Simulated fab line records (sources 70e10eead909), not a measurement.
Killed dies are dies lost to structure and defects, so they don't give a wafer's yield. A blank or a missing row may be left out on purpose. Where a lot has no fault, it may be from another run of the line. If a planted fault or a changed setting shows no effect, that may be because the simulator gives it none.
Chamber matching | flow nand-harc | 4 sister chambers for NHARC_A_CHANNEL_FILL_D1_ALD_25 on ald-hk-04
The step deposits SiOx, target thk 60 nm, pulse time 10 s, ald cycles 600. 8 wafers are shown with their chamber, then 9 later ones without.

WAFERS WITH THEIR CHAMBER
wafer  | chamber | heater-power-w (W) | precursor-pulse-height-rel
L076.4 | 3       | 532                | 0.966
L079.2 | 3       | 540                | 0.973
L081.4 | 2       | 499                | 0.993
L081.1 | 0       | 429                | 1.014
L087.5 | 2       | 493                | 1.006
L089.2 | 1       | 472                | 0.993
L089.1 | 0       | 430                | 0.989
L089.5 | 1       | 467                | 0.988

WAFERS WITHOUT THEIR CHAMBER
wafer  | heater-power-w (W) | precursor-pulse-height-rel
L094.1 | 424                | 1.015
L094.3 | 534                | 1.030
L094.4 | 483                | 0.989
L091.1 | 495                | 1.008
L091.5 | 435                | 1.012
L091.6 | 467                | 0.995
L097.1 | 443                | 0.965
L097.3 | 464                | 1.003
L097.5 | 444                | 0.975

CHAMBER TAKEN BY EACH
wafer  | from the rows above     | in truth
L094.1 | 0                       | 0
L094.3 | 3                       | 3
L094.4 | can't be placed: 1 or 2 | 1
L091.1 | 2                       | 2
L091.5 | 0                       | 0
L091.6 | 1                       | 1
L097.1 | 0                       | 0
L097.3 | 1                       | 1
L097.5 | 0                       | 0
Correct placement for 8 of the 9. Can't be placed from these rows: 1 (the true chamber is among the candidates in 1). Number placed wrongly: 0.
How it was worked out, from the rows above alone: a wafer's distance from a chamber is the root of the sum, over the readings, of the square of ((its reading less the chamber's mean) divided by the reading's scatter). If the next closest chamber is less than 2 further off than the closest, the wafer can't be placed; otherwise it belongs to the closest. For every chamber, the mean is computed from those of its wafers that are shown. The scatter: the root of (the sum of the squares of (reading less its chamber's mean) over the shown wafers, divided by (wafers less chambers)).
